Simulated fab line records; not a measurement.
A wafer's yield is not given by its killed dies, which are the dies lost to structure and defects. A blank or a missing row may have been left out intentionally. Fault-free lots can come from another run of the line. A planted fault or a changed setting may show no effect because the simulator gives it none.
Which of the tools did it?	flow n5Finfet	Sampling: 24 lots, 72 wafers, 6 of 1938 route steps

WHAT THE GAUGES SHOWED, per wafer
N5_BEOL_M4_THK_MEAS_01.
lot	measured	on	M4_ILD_THK (nm)
L074	day 7 11:15	filmMetro-02	79.4 78.8 80.3
L076	day 7 12:50	filmMetro-02	78.1 78.8 80.6
L075	day 7 22:20	filmMetro-02	77.4 79.4 78.7
L077	day 8 00:46	filmMetro-01	79.0 79.5 79.3
L078	day 8 03:19	filmMetro-01	78.8 80.6 80.6
L079	day 8 22:25	filmMetro-01	79.6 79.9 81.3
L081	day 9 06:58	filmMetro-01	79.4 79.6 80.5
L082	day 9 12:58	filmMetro-02	79.7 79.6 78.4
L080	day 9 13:14	filmMetro-02	78.5 79.4 80.4
L083	day 9 16:52	filmMetro-01	77.9 78.7 79.9
L084	day 9 20:52	filmMetro-02	78.5 80.2 78.3
L085	day 10 08:05	filmMetro-02	79.5 80.4 80.3
L086	day 11 00:08	filmMetro-01	79.6 78.7 77.9
L087	day 11 03:23	filmMetro-01	78.9 80.0 79.0
L088	day 11 07:47	filmMetro-01	78.0 79.4 78.7
L090	day 11 16:10	filmMetro-01	77.5 78.9 78.8
L089	day 11 18:55	filmMetro-02	78.6 79.9 79.4
L091	day 11 23:31	filmMetro-02	79.3 79.2 80.7
L092	day 12 06:47	filmMetro-01	77.7 77.2 79.0
L093	day 12 11:34	filmMetro-02	77.8 78.0 78.9
L094	day 12 11:10	filmMetro-01	78.0 77.9 79.7
L095	day 12 16:02	filmMetro-01	78.3 80.5 79.0
L096	day 13 06:02	filmMetro-01	81.2 82.2 80.1
L097	day 13 16:20	filmMetro-02	79.0 80.8 79.6

EACH LOT AND THE TOOL THAT RAN IT (in order: tool; ch and the chambers of the sampled wafers; start)
lot	N5_BEOL_M3_ETCH_77	N5_BEOL_M3_ETCH_41	N5_BEOL_M3_SURFACE_TREAT_85	N5_BEOL_M3_SPUTTER_96	N5_BEOL_M3_PRE_CLEAN_60
L074	rieDiel-01 ch 0,1,3, day 7 06:20	rieDiel-03 ch 0,1,3, day 7 08:05 or earlier	pvdSputter-03, day 7 08:05	pvdSputter-01, day 7 10:05	cvdCo-01 ch 1,2, day 7 10:54
L076	rieDiel-03 ch 0,2,3, day 7 06:40	rieDiel-06 ch 0,1,3, day 7 08:15 or earlier	pvdSputter-03, day 7 08:15	pvdSputter-02, day 7 11:35	cvdCo-02 ch 1,2, day 7 12:28
L075	rieDiel-01 ch 0,3, day 7 13:23	rieDiel-03 ch 0,2, day 7 18:54 or earlier	pvdSputter-01, day 7 18:54	pvdSputter-01, day 7 21:07	cvdCo-02 ch 0,2, day 7 21:56
L077	rieDiel-06 ch 1,2,3, day 7 19:09	rieDiel-06 ch 0,2,3, day 7 21:29 or earlier	pvdSputter-03, day 7 21:29	pvdSputter-03, day 7 23:30	cvdCo-01 ch 0,1, day 8 00:24
L078	rieDiel-03 ch 0,2,3, day 7 20:50	rieDiel-06 ch 1,2,3, day 7 23:35 or earlier	pvdSputter-03, day 7 23:35	pvdSputter-01, day 8 01:37	cvdCo-01 ch 0,2, day 8 02:56
L079	rieDiel-01 ch 0,1, day 8 14:26	rieDiel-01 ch 0,3, day 8 15:49 or earlier	pvdSputter-01, day 8 15:49	pvdSputter-01, day 8 17:51	cvdCo-02 ch 1,2, day 8 22:04
L081	rieDiel-03 ch 0,1,3, day 8 21:56	rieDiel-01 ch 0,1,3, day 9 02:08 or earlier	pvdSputter-02, day 9 02:08	pvdSputter-03, day 9 04:07	cvdCo-02 ch 0,1,2, day 9 06:37
L082	rieDiel-03 ch 0,1,2, day 9 00:03	rieDiel-06 ch 0,1,3, day 9 07:35 or earlier	pvdSputter-02, day 9 07:35	pvdSputter-02, day 9 09:41	cvdCo-02 ch 0,1,2, day 9 12:38
L080	rieDiel-06 ch 0,2,3, day 9 04:39	rieDiel-03 ch 0,1,2, day 9 07:43 or earlier	pvdSputter-02, day 9 07:43	pvdSputter-03, day 9 09:45	cvdCo-02 ch 0,2, day 9 12:53
L083	rieDiel-06 ch 0,2,3, day 9 08:52	rieDiel-06 ch 0,1,2, day 9 10:30 or earlier	pvdSputter-02, day 9 10:30	pvdSputter-03, day 9 12:29	cvdCo-01 ch 0,1,2, day 9 16:29
L084	rieDiel-06 ch 2,3, day 9 13:56	rieDiel-03 ch 0,2,3, day 9 15:10 or earlier	pvdSputter-01, day 9 15:10	pvdSputter-02, day 9 17:15	cvdCo-01 ch 0,1,2, day 9 20:31
L085	rieDiel-06 ch 0,2,3, day 10 03:37	rieDiel-06 ch 0,2, day 10 04:53 or earlier	pvdSputter-01, day 10 04:53	pvdSputter-02, day 10 06:53	cvdCo-01 ch 0,1,2, day 10 07:43
L086	rieDiel-03 ch 0,1,2, day 10 06:47	rieDiel-06 ch 0,2,3, day 10 20:50 or earlier	pvdSputter-02, day 10 20:50	pvdSputter-03, day 10 22:58	cvdCo-01 ch 0,1,2, day 10 23:47
L087	rieDiel-01 ch 1,2,3, day 10 16:11	rieDiel-03 ch 0,2,3, day 11 00:13 or earlier	pvdSputter-03, day 11 00:13	pvdSputter-01, day 11 02:13	cvdCo-02 ch 0,1, day 11 03:02
L088	rieDiel-06 ch 0,3, day 11 00:59	rieDiel-06 ch 1,3, day 11 04:18 or earlier	pvdSputter-03, day 11 04:18	pvdSputter-03, day 11 06:36	cvdCo-02 ch 1,2, day 11 07:26
L090	rieDiel-06 ch 0,1,3, day 11 08:26	rieDiel-01 ch 1,2, day 11 12:40 or earlier	pvdSputter-01, day 11 12:40	pvdSputter-02, day 11 14:50	cvdCo-02 ch 0,1,2, day 11 15:49
L089	rieDiel-06 ch 0,1, day 11 08:50	rieDiel-01 ch 0,1, day 11 15:37 or earlier	pvdSputter-01, day 11 15:37	pvdSputter-01, day 11 17:35	cvdCo-02 ch 0,2, day 11 18:34
L091	rieDiel-06 ch 0,1,3, day 11 17:14	rieDiel-06 ch 0,1,2, day 11 19:38 or earlier	pvdSputter-02, day 11 19:38	pvdSputter-03, day 11 22:14	cvdCo-02 ch 0,1,2, day 11 23:09
L092	rieDiel-06 ch 0,1,2, day 11 17:28	rieDiel-06 ch 0,2,3, day 12 02:13 or earlier	pvdSputter-02, day 12 02:13	pvdSputter-03, day 12 05:36	cvdCo-01 ch 0,2, day 12 06:25
L093	rieDiel-01 ch 0,2,3, day 11 23:11	rieDiel-06 ch 0,1,3, day 12 08:03 or earlier	pvdSputter-02, day 12 08:03	pvdSputter-01, day 12 10:22	cvdCo-01 ch 0,1, day 12 11:12
L094	rieDiel-01 ch 0,2,3, day 12 00:52	rieDiel-01 ch 0,2,3, day 12 07:58 or earlier	pvdSputter-02, day 12 07:58	pvdSputter-02, day 12 09:58	cvdCo-02 ch 0,1, day 12 10:47
L095	rieDiel-01 ch 0,1,2, day 12 01:20	rieDiel-03 ch 0,1,3, day 12 12:29 or earlier	pvdSputter-02, day 12 12:29	pvdSputter-03, day 12 14:31	cvdCo-01 ch 0,2, day 12 15:40
L096	rieDiel-01 ch 0,3, day 13 01:24	rieDiel-03 ch 0,1,3, day 13 02:51 or earlier	pvdSputter-03, day 13 02:51	pvdSputter-03, day 13 04:50	cvdCo-02 ch 0,2, day 13 05:40
L097	rieDiel-03 ch 0,3, day 13 03:01	rieDiel-01 ch 0,3, day 13 13:09 or earlier	pvdSputter-02, day 13 13:09	pvdSputter-02, day 13 15:08	cvdCo-01 ch 0,2, day 13 15:57
- N5_BEOL_M3_ETCH_77: etches underlayer in N2/H2, target depth 6.5 nm, time 5.2 s.
- N5_BEOL_M3_ETCH_41: etches SiCN in CH3F/O2, target depth 29.9 nm, time 52.5 s.
- N5_BEOL_M3_SURFACE_TREAT_85
- N5_BEOL_M3_SPUTTER_96: material Cu, target thk 4.5 nm, time 8.29 s.
- N5_BEOL_M3_PRE_CLEAN_60: time 15 s.

AS READ BY THE TOOLS THEMSELVES (means over the sampled wafers that have a number; for cases with no such wafer, the mark the record gives instead)
N5_BEOL_M3_ETCH_77.
lot	tool	drypumpMotorCurrentA (A)	etchRfOnTimeS (s)	oesProductAu (a.u.)	rfFwdPowerW (W)	rfVppV (V)	showerheadPlenumPTorr (Torr)	throttleValvePct (%)
L074	rieDiel-01	6.2	5.04	0.75	816.0	523.7	2.50	17.65
L076	rieDiel-03	5.5	5.22	0.67	816.2	522.0	2.51	18.01
L075	rieDiel-01	6.5	5.02	0.70	820.3	523.8	2.53	17.80
L077	rieDiel-06	5.4	5.24	0.63	819.7	521.0	2.46	17.95
L078	rieDiel-03	5.5	5.28	0.67	817.9	523.4	2.51	18.02
L079	rieDiel-01	6.0	5.17	0.78	818.4	522.4	2.48	17.57
L081	rieDiel-03	5.6	5.30	0.65	820.8	522.8	2.51	18.10
L082	rieDiel-03	5.8	5.30	0.65	823.7	523.8	2.54	18.18
L080	rieDiel-06	5.7	5.19	0.67	820.0	522.2	2.47	17.84
L083	rieDiel-06	5.7	5.19	0.66	818.7	521.7	2.47	17.85
L084	rieDiel-06	5.3	5.22	0.63	816.1	522.1	2.45	17.97
L085	rieDiel-06	5.7	5.17	0.66	819.8	522.8	2.47	17.86
L086	rieDiel-03	5.8	5.24	0.65	816.5	524.6	2.54	18.20
L087	rieDiel-01	6.2	5.01	0.71	820.6	522.6	2.50	17.83
L088	rieDiel-06	5.4	5.23	0.65	818.7	521.2	2.44	17.85
L090	rieDiel-06	5.5	5.25	0.65	819.8	521.1	2.44	17.86
L089	rieDiel-06	5.9	5.25	0.67	819.4	520.9	2.45	17.73
L091	rieDiel-06	5.5	5.35	0.63	820.4	521.4	2.44	17.86
L092	rieDiel-06	5.8	5.25	0.64	820.2	523.3	2.47	17.90
L093	rieDiel-01	6.3	5.11	0.70	823.2	522.1	2.50	17.88
L094	rieDiel-01	6.3	5.08	0.71	819.9	521.6	2.50	17.89
L095	rieDiel-01	6.0	5.05	0.74	818.9	522.8	2.47	17.76
L096	rieDiel-01	6.3	5.11	0.69	817.9	523.9	2.49	17.77
L097	rieDiel-03	5.3	5.29	0.64	818.8	521.9	2.46	18.00

N5_BEOL_M3_ETCH_41.
lot	tool	drypumpMotorCurrentA (A)	oesProductAu (a.u.)	rfFwdPowerW (W)	rfVppV (V)	showerheadPlenumPTorr (Torr)	throttleValvePct (%)
L074	rieDiel-03	5.6	0.78	392.3	296.3	1.96	16.47
L076	rieDiel-06	5.5	0.79	390.8	296.8	1.93	16.25
L075	rieDiel-03	5.7	0.79	392.7	298.0	2.01	16.58
L077	rieDiel-06	5.7	0.79	390.3	295.2	1.95	16.35
L078	rieDiel-06	5.4	0.74	390.7	295.1	1.94	16.43
L079	rieDiel-01	6.5	0.80	391.2	297.6	1.99	16.27
L081	rieDiel-01	6.2	0.84	389.4	297.0	1.96	16.20
L082	rieDiel-06	5.5	0.78	390.6	296.8	1.93	16.27
L080	rieDiel-03	5.8	0.77	392.6	297.4	1.99	16.62
L083	rieDiel-06	5.8	0.76	388.6	295.9	1.95	16.32
L084	rieDiel-03	5.5	0.77	392.2	296.9	1.97	16.50
L085	rieDiel-06	5.9	0.77	391.4	297.1	1.98	16.42
L086	rieDiel-06	5.6	0.77	389.8	295.6	1.94	16.40
L087	rieDiel-03	5.5	0.76	391.2	296.4	1.97	16.50
L088	rieDiel-06	5.2	0.72	389.2	295.2	1.91	16.37
L090	rieDiel-01	5.9	0.85	390.0	296.3	1.95	16.20
L089	rieDiel-01	6.0	0.87	390.8	295.8	1.95	16.19
L091	rieDiel-06	5.8	0.76	389.4	295.7	1.95	16.35
L092	rieDiel-06	5.6	0.76	390.9	296.1	1.94	16.41
L093	rieDiel-06	5.5	0.74	391.9	295.7	1.92	16.32
L094	rieDiel-01	6.3	0.81	390.7	296.9	1.97	16.29
L095	rieDiel-03	5.6	0.83	392.7	298.3	1.95	16.38
L096	rieDiel-03	5.6	0.83	390.4	296.4	1.95	16.39
L097	rieDiel-01	6.3	0.80	391.3	296.1	1.96	16.29

N5_BEOL_M3_SPUTTER_96.
lot	tool	chuckGasFlowSccm (sccm)	substrateTempC (C)	throttleValvePct (%)
L074	pvdSputter-01	1.27	-20.08	28.6
L076	pvdSputter-02	1.27	-19.95	30.1
L075	pvdSputter-01	1.26	-19.98	28.7
L077	pvdSputter-03	1.32	-20.04	29.5
L078	pvdSputter-01	1.24	-19.98	29.3
L079	pvdSputter-01	1.29	-20.02	27.6
L081	pvdSputter-03	1.19	-19.99	29.6
L082	pvdSputter-02	1.23	-19.93	30.6
L080	pvdSputter-03	1.29	-20.06	28.7
L083	pvdSputter-03	1.32	-19.90	28.6
L084	pvdSputter-02	1.26	-19.91	30.3
L085	pvdSputter-02	1.28	-19.87	30.2
L086	pvdSputter-03	1.22	-19.90	29.5
L087	pvdSputter-01	1.24	-20.02	28.7
L088	pvdSputter-03	1.24	-19.98	29.5
L090	pvdSputter-02	1.24	-20.01	30.7
L089	pvdSputter-01	1.30	-20.03	28.6
L091	pvdSputter-03	1.35	-20.04	28.8
L092	pvdSputter-03	1.27	-20.13	29.6
L093	pvdSputter-01	1.22	-20.07	29.1
L094	pvdSputter-02	1.28	-19.99	29.9
L095	pvdSputter-03	1.31	-19.84	29.3
L096	pvdSputter-03	1.23	-20.01	30.1
L097	pvdSputter-02	1.28	-19.97	30.0

N5_BEOL_M3_PRE_CLEAN_60.
lot	tool	heaterPowerW (W)	rfFwdPowerW (W)
L074	cvdCo-01	79	296.4
L076	cvdCo-02	79	296.6
L075	cvdCo-02	88	296.0
L077	cvdCo-01	90	296.5
L078	cvdCo-01	68	297.7
L079	cvdCo-02	91	295.6
L081	cvdCo-02	84	297.4
L082	cvdCo-02	85	296.6
L080	cvdCo-02	88	297.0
L083	cvdCo-01	81	297.2
L084	cvdCo-01	81	295.7
L085	cvdCo-01	80	296.8
L086	cvdCo-01	79	296.9
L087	cvdCo-02	81	297.1
L088	cvdCo-02	83	297.1
L090	cvdCo-02	85	296.3
L089	cvdCo-02	89	296.9
L091	cvdCo-02	85	297.1
L092	cvdCo-01	70	297.4
L093	cvdCo-01	82	294.8
L094	cvdCo-02	81	298.3
L095	cvdCo-01	70	297.0
L096	cvdCo-02	89	298.4
L097	cvdCo-01	69	296.3

THE ANSWER, worked out from the rows above alone
Rule: what is usual is taken from the lots themselves. Put in order of their means at a reading, lots are off if they are a third of the lots or fewer, leave a main group of 4 or more, and stand apart from it by a gap of 3 or more times the standard deviation of the main group's means; of several such gaps the widest counts. Not used: any main group whose means are identical at the precision the tables above print for the reading. A lot without any number at a reading at which 4 lots or more have one is off too. Where the step has rows for the other lots, those lots are counted as sound. After the gauges, taken in route order, come the tools' own readings; for these a lot's mean is taken, as printed above. The first step at which some lot is off is used, and at that step the reading that is off furthest; a lot without a number counts as furthest.
Across all readings shown, no lot is off: no conclusion can be drawn from this.

WHAT THE SIMULATOR PUT IN
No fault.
